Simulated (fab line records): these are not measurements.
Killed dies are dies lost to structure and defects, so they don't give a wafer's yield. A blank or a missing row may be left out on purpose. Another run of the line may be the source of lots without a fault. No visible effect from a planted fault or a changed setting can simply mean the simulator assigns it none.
Chamber matching	flow nand_harc	NHARC_P_CONTACT_ETCH_35 on rie_diel-12 has 4 sister chambers
The step etches the open film in CF4, target depth 39 nm, time 65 s. 4 wafers are shown with their chamber, then 10 later ones without.

== WAFERS WITH THEIR CHAMBER ==
wafer	chamber	oes_product_au (a.u.)
L083.6	3	1.013
L084.6	1	1.001
L087.2	2	0.990
L087.4	0	0.999

== WAFERS WITH NO CHAMBER GIVEN ==
wafer	oes_product_au (a.u.)
L087.5	1.004
L094.1	1.013
L094.4	1.009
L094.5	1.018
L096.1	0.994
L096.5	0.987
L096.6	0.999
L097.1	1.002
L097.4	1.012
L097.5	1.004

== EACH ONE'S CHAMBER ==
wafer	from the rows above	in truth
L087.5	can't be placed: 1 or 0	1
L094.1	3	3
L094.4	can't be placed: 3 or 1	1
L094.5	3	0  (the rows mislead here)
L096.1	can't be placed: 2 or 0 or 1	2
L096.5	2	2
L096.6	can't be placed: 0 or 1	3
L097.1	can't be placed: 1 or 0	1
L097.4	3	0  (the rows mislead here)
L097.5	can't be placed: 1 or 0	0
Correctly placed: 2 of 10. Unplaceable from these rows: 6, with the true chamber sitting among the candidates in 5. Wrongly placed: 2.
How it was worked out, from the rows above alone: a wafer's distance from a chamber is the root of the sum, over the readings, of the square of ((its reading less the chamber's mean) divided by the reading's scatter). If the next closest chamber is less than 2 further off than the closest, the wafer can't be placed; otherwise it belongs to the closest. A chamber's mean is the mean of its shown wafers. The scatter (one wafer shown for each chamber): square how far every hidden wafer sits from the nearest shown wafer, average those squares and take the square root.
